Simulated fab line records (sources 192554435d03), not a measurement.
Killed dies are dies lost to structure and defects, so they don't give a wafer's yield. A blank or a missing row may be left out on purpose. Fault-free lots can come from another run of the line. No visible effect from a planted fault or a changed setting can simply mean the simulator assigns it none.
A lot that was struck, set against a sound lot	flow n5 finfet	39 steps out of a route of 1938
Sound: wafers L528.3, L528.6. The struck wafers were L512.2, L512.3, L512.6. The cause is named last.
For every step that has rows: the tool of each side, followed by ch and its chambers, followed by its first start. Under that, the readings that differ: sound wafers	struck wafers	difference of the means	sigmas: that difference in standard deviations of wafers without a fault.
alike: words and numbers the same on both sides, and readings whose means are apart by under 2 such deviations; not compared: readings that were withheld, readings missing a value for some wafer, numbers with overlapping values and no deviation given by the record, and bounds like >300 which may hide the same value.
The two part at a step that has a row with sigmas, a row that says differs or no value, or rows on one side only. Non-overlapping numbers with no deviation appear without sigmas and do not part them. A reading missing from all wafers of one side parts the sides only when that side holds two or more wafers.

first, 9 steps without rows for these wafers: N5_BEOL_M4_ANNEAL_95 (time 240 s); N5_BEOL_M4_SPUTTER_96 (material Cu, target thk 4.5 nm, time 8.29 s); N5_BEOL_M4_ECD_50 (material Cu, target thk 300 nm); N5_BEOL_M4_ANNEAL_51 (time 90 s); N5_BEOL_M4_CMP_52 (polishes, stops on SiOC, t overpolish 6.8 s, target thk 40 nm); N5_BEOL_M4_PRE_CLEAN_60 (time 15 s); N5_BEOL_M4_CO_CAP_55 (material Co, precursor CCTBA/H2, target thk 2 nm, time 102.1 s); N5_BEOL_M4_PRE_CLEAN_56 (time 15 s); N5_BEOL_M4_DEP_57 (deposits SiCN from 3MS/NH3, target thk 8 nm, time 14 s).
N5_BEOL_M4_RC_MEAS_101:
  sound on prober-02 ch 0, day 13 17:32; struck on prober-01 ch 0, day 11 05:04
reading	sound	struck	difference	sigmas
DIBL_N (mV/V)	37.1 36.0	33.0 29.8 33.6	-4.4	-3
  alike: DIBL_P, IOFF_N, IOFF_P, ION_N, ION_P, SS_N, SS_P, VT_N, VT_P
then, 24 steps without rows for these wafers: N5_BEOL_M5_ILD_DEP_00 (deposits SiCOH lowk from DEMS/porogen, target thk 140.64 nm, time 25.9 s); N5_BEOL_M5_CURE_79 (cures SiCOH lowk, time 240 s); N5_BEOL_M5_PECVD_70 (deposits SiO2 from TEOS/O2, target thk 16 nm, time 18 s); N5_BEOL_M5_HM_DEP_02 (deposits TiN, target thk 20 nm); N5_BEOL_M5_COAT_59 (time 60 s, resist thk 60 nm); N5_BEOL_M5_COAT_60 (time 60 s, resist thk 12 nm); N5_BEOL_M5_COAT_71 (time 60 s, resist thk 5 nm); N5_BEOL_M5_COAT_05 (resist thk 30 nm); N5_BEOL_M5_EBR_07; N5_BEOL_M5_SOFTBAKE_06 (time 60 s); N5_BEOL_M5_EXPOSE_08 (exposes mask M5, target cd 28 nm); N5_BEOL_M5_PEB_09 (peb time 60 s); N5_BEOL_M5_DEVELOP_10 (develop time 30 s); N5_BEOL_M5_DESCUM_16 (chemistry O2, time 7 s); N5_BEOL_M5_ETCH_72 (etches underlayer in N2/H2, target depth 6.5 nm, time 5.2 s); N5_BEOL_M5_ETCH_61 (etches SiARC in CF4, target depth 15.6 nm, time 26 s); N5_BEOL_M5_ETCH_62 (etches SOC in N2/H2, target depth 75 nm, overetch 15 nm, time 112.5 s); N5_BEOL_M5_STRIP_63 (strips in N2/H2); N5_BEOL_M5_STRIP_73 (strips in N2/H2); N5_BEOL_M5_STRIP_64 (strips in CF4); N5_BEOL_M5_HM_OPEN_17 (chemistry Cl2/BCl3, target TiN, target depth 20 nm, overetch 6 nm); N5_BEOL_M5_STRIP_19 (strips in O2); N5_BEOL_M5_COAT_65 (time 60 s, resist thk 60 nm); N5_BEOL_M5_COAT_66 (time 60 s, resist thk 12 nm).
N5_BEOL_M5_CMP_52: polishes, stops on SiCOH lowk, t overpolish 6.9 s, target thk 62 nm.
  sound on cmp-02 ch 0,2, day 14 05:51; struck on cmp-02 ch 0,1,3, day 11 17:31
  no value came back on the struck wafers for any of 5 readings (barrier field endpoint s (s), clearing platen down force psi (psi) and others); on the sound wafers barrier field endpoint s (s) reads 24.5 24.6
reading	sound	struck	difference	sigmas
model.Cu_of_BEOL_M5_ECD_50.thk nm (nm)	62.8 62.8	301.4 293.2 298.2	+234.8	
model.SiO2_of_BEOL_M5_PECVD_70.thk nm (nm)	0 0	15.4 15.6 15.6	+15.5	
N5_BEOL_M5_THK_MEAS_53: measures by xrf.
  struck on film metro-01, day 11 17:46; sound on film metro-02, day 14 06:02
reading	sound	struck	difference	sigmas
M5_THK (nm)	63.1 63.4	293.4 285.6 290.8	+226.7	+99 or more
N5_BEOL_M5_RS_MEAS_57: uses a four-point probe to measure.
  struck on film metro-01, day 11 18:02; sound on film metro-01, day 14 06:17
reading	sound	struck	difference	sigmas
M5_RS (ohm/sq)	0.380 0.380	0.054 0.055 0.054	-0.326	-25
N5_BEOL_M5_INSPECT_58: inspects for defects (darkfield).
  struck on defect inspect-02, day 11 18:04; sound on defect inspect-02, day 14 06:19
reading	sound	struck	difference	sigmas
raw defect count	84 69	2068 2033 2009	+1960	+78
-- here the record skips 4 days between the struck wafers' starts before and after, leaving off in module BEOL_M5 and picking up in module PASSIVATION (first step shown: number 1936 of the route) --
N5_PASSIVATION_PROBE_49:
  struck on prober-01, day 15 17:50; sound on prober-01, day 18 01:04
reading	sound	struck	difference	sigmas
defect limited yield (%)	89.3 89.0	0 0 0	-89	-56
killed_at_M4_up	10 20	1114 1102 1078	+1083	+99 or more
killed dies	126 130	1180 1180 1180	+1052	+55
killed on rim	18 15	152 152 152	+136	+35
sort n pass	1054 1050	0 0 0	-1052	-48
sort yield pct (%)	89.3 89.0	0 0 0	-89	-47
  alike: killed_at_M0_to_M3, killed at contacts, killed at front end, killed at other, killed open, killed short, sort_bin_5_function, sort_bin_6_memory

## WHERE THEY PART
Last at N5_PASSIVATION_PROBE_49 as far as this record goes, first at N5_BEOL_M4_RC_MEAS_101.

WHY: what had been put in by the simulator
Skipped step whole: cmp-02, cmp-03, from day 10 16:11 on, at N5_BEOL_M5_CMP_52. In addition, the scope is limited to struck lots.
